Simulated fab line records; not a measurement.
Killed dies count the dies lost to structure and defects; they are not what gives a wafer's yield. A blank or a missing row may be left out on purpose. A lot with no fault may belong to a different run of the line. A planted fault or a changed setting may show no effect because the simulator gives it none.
Matching of chambers || flow nand harc || NHARC_A_CONTACT_DEP_29 on pecvd-02 has 3 sister chambers
The step deposits SiON, target thk 100 nm. 3 wafers are shown with their chamber, then 11 later ones without.

WAFERS PAIRED WITH THEIR CHAMBERS
{"wafer": "L088.5", "chamber": 2, "heater power w (W)": 718}
{"wafer": "L088.6", "chamber": 1, "heater power w (W)": 825}
{"wafer": "L091.2", "chamber": 0, "heater power w (W)": 698}

WAFERS WHOSE CHAMBER IS MISSING
{"wafer": "L091.4", "heater power w (W)": 673}
{"wafer": "L091.5", "heater power w (W)": 725}
{"wafer": "L090.1", "heater power w (W)": 710}
{"wafer": "L090.2", "heater power w (W)": 710}
{"wafer": "L090.5", "heater power w (W)": 738}
{"wafer": "L093.1", "heater power w (W)": 767}
{"wafer": "L093.4", "heater power w (W)": 711}
{"wafer": "L093.6", "heater power w (W)": 768}
{"wafer": "L094.3", "heater power w (W)": 656}
{"wafer": "L094.4", "heater power w (W)": 645}
{"wafer": "L094.5", "heater power w (W)": 781}

CHAMBER TAKEN BY EACH
{"wafer": "L091.4", "from the rows above": "can't be placed: 0 or 2", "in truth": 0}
{"wafer": "L091.5", "from the rows above": "can't be placed: 2 or 0", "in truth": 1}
{"wafer": "L090.1", "from the rows above": "can't be placed: 2 or 0", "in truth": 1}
{"wafer": "L090.2", "from the rows above": "can't be placed: 2 or 0", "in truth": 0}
{"wafer": "L090.5", "from the rows above": "can't be placed: 2 or 0 or 1", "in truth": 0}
{"wafer": "L093.1", "from the rows above": "can't be placed: 2 or 1 or 0", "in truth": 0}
{"wafer": "L093.4", "from the rows above": "can't be placed: 2 or 0", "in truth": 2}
{"wafer": "L093.6", "from the rows above": "can't be placed: 2 or 1 or 0", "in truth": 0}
{"wafer": "L094.3", "from the rows above": "can't be placed: 0 or 2", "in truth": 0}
{"wafer": "L094.4", "from the rows above": "can't be placed: 0 or 2", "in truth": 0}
{"wafer": "L094.5", "from the rows above": "can't be placed: 1 or 2 or 0", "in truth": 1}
0 of 11 placed correctly. These rows do not allow placing 11 (true chamber among the candidates in 9). Wrongly placed: 0.
How it was worked out, from the rows above alone: a wafer's distance from a chamber is the root of the sum, over the readings, of the square of ((its reading less the chamber's mean) divided by the reading's scatter). The wafer belongs to the nearest chamber; if the next one is less than 2 further off, it can't be placed. The mean given for a chamber averages the wafers shown for that chamber. The scatter: with one shown wafer a chamber, the root of the mean of the squares of how far each hidden wafer lies from its nearest shown one.
